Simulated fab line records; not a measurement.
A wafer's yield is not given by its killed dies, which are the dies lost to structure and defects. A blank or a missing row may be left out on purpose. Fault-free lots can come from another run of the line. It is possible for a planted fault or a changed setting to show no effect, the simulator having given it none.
Which tool was responsible? + flow n5_finfet + Sampling: 13 lots, 39 wafers, 3 of 1938 route steps

WHAT EACH GAUGE READ, for each wafer
N5_BEOL_M5_INSPECT_58: inspects for defects (darkfield).
| lot  | measured     | on                | raw_defect_count |
|------|--------------|-------------------|------------------|
| L401 | day 8 11:34  | defect_inspect-02 | 42 43 51         |
| L403 | day 8 13:43  | defect_inspect-01 | 117 81 71        |
| L404 | day 8 22:05  | defect_inspect-01 | 87 47 77         |
| L405 | day 9 00:59  | defect_inspect-02 | 54 89 88         |
| L407 | day 9 23:33  | defect_inspect-02 | 66 34 74         |
| L409 | day 10 05:11 | defect_inspect-02 | 66 61 75         |
| L408 | day 10 05:55 | defect_inspect-01 | 38 72 78         |
| L410 | day 10 14:56 | defect_inspect-02 | 58 92 57         |
| L415 | day 11 18:45 | defect_inspect-02 | 103 114 85       |
| L416 | day 12 04:18 | defect_inspect-02 | 62 120 62        |
| L420 | day 13 13:53 | defect_inspect-01 | 65 112 71        |
| L423 | day 13 21:28 | defect_inspect-01 | 97 68 88         |
| L421 | day 14 02:51 | defect_inspect-01 | 89 82 102        |

EACH LOT AND THE TOOL THAT RAN IT (in order: tool; ch and the chambers of the sampled wafers; start)
| lot  | N5_BEOL_M5_ANNEAL_51             | N5_BEOL_M5_CO_CAP_78             |
|------|----------------------------------|----------------------------------|
| L401 | rtp_anneal-01 ch 0, day 8 10:44  | cvd_co-01 ch 0,2, day 8 11:22    |
| L403 | rtp_anneal-02 ch 0, day 8 12:38  | cvd_co-02 ch 0,1,2, day 8 13:29  |
| L404 | rtp_anneal-02 ch 0, day 8 21:16  | cvd_co-01 ch 0,1, day 8 21:53    |
| L405 | rtp_anneal-02 ch 0, day 9 00:07  | cvd_co-01 ch 0,1,2, day 9 00:47  |
| L407 | rtp_anneal-01 ch 0, day 9 22:40  | cvd_co-01 ch 0,2, day 9 23:20    |
| L409 | rtp_anneal-02 ch 0, day 10 04:10 | cvd_co-01 ch 0,2, day 10 04:58   |
| L408 | rtp_anneal-02 ch 0, day 10 05:02 | cvd_co-01 ch 0,2, day 10 05:42   |
| L410 | rtp_anneal-01 ch 0, day 10 14:04 | cvd_co-01 ch 0,1,2, day 10 14:44 |
| L415 | rtp_anneal-02 ch 0, day 11 17:55 | cvd_co-02 ch 0,1,2, day 11 18:32 |
| L416 | rtp_anneal-02 ch 0, day 12 03:23 | cvd_co-02 ch 0,1, day 12 04:04   |
| L420 | rtp_anneal-01 ch 0, day 13 13:03 | cvd_co-02 ch 1,2, day 13 13:40   |
| L423 | rtp_anneal-01 ch 0, day 13 20:38 | cvd_co-01 ch 1,2, day 13 21:16   |
| L421 | rtp_anneal-01 ch 0, day 14 01:58 | cvd_co-01 ch 0,2, day 14 02:38   |
- N5_BEOL_M5_ANNEAL_51: time 90 s.
- N5_BEOL_M5_CO_CAP_78: material Co, precursor CCTBA/H2, target thk 2 nm, time 102.1 s.

AS READ BY THE TOOLS THEMSELVES (means over the sampled wafers that have a number; for cases with no such wafer, the mark the record gives instead)
N5_BEOL_M5_ANNEAL_51.
| lot  | tool          | wafer_temp_C_max |
|------|---------------|------------------|
| L401 | rtp_anneal-01 | 226.07           |
| L403 | rtp_anneal-02 | 226.27           |
| L404 | rtp_anneal-02 | 225.88           |
| L405 | rtp_anneal-02 | 226.20           |
| L407 | rtp_anneal-01 | 226.12           |
| L409 | rtp_anneal-02 | 226.06           |
| L408 | rtp_anneal-02 | 225.94           |
| L410 | rtp_anneal-01 | 226.06           |
| L415 | rtp_anneal-02 | 225.95           |
| L416 | rtp_anneal-02 | 225.97           |
| L420 | rtp_anneal-01 | 225.89           |
| L423 | rtp_anneal-01 | 225.99           |
| L421 | rtp_anneal-01 | 225.91           |

N5_BEOL_M5_CO_CAP_78.
| lot  | tool      | heater_power_w (W) |
|------|-----------|--------------------|
| L401 | cvd_co-01 | 223                |
| L403 | cvd_co-02 | 216                |
| L404 | cvd_co-01 | 234                |
| L405 | cvd_co-01 | 230                |
| L407 | cvd_co-01 | 225                |
| L409 | cvd_co-01 | 221                |
| L408 | cvd_co-01 | 225                |
| L410 | cvd_co-01 | 229                |
| L415 | cvd_co-02 | 215                |
| L416 | cvd_co-02 | 207                |
| L420 | cvd_co-02 | 228                |
| L423 | cvd_co-01 | 233                |
| L421 | cvd_co-01 | 228                |

THE ANSWER, worked out from the rows above alone
Rule: what is usual is taken from the lots themselves. Put in order of their means at a reading, lots are off if they are a third of the lots or fewer, leave a main group of 4 or more, and stand apart from it by a gap of 3 or more times the standard deviation of the main group's means; of several such gaps the widest counts. The tables above print the reading to a certain number of digits; a main group whose means all agree to those digits is not used. Also off: a lot with no number at a reading for which 4 or more lots have one. Where the step has rows for the other lots, those lots are counted as sound. First the gauges in route order, then the tools' own readings, where a lot's mean is used as printed above. The first step at which some lot is off is used, and at that step the reading that is off furthest; a lot without a number counts as furthest.
No lot is off at any reading shown: from this, nothing can be told.

WHAT THE SIMULATOR HAD INSERTED
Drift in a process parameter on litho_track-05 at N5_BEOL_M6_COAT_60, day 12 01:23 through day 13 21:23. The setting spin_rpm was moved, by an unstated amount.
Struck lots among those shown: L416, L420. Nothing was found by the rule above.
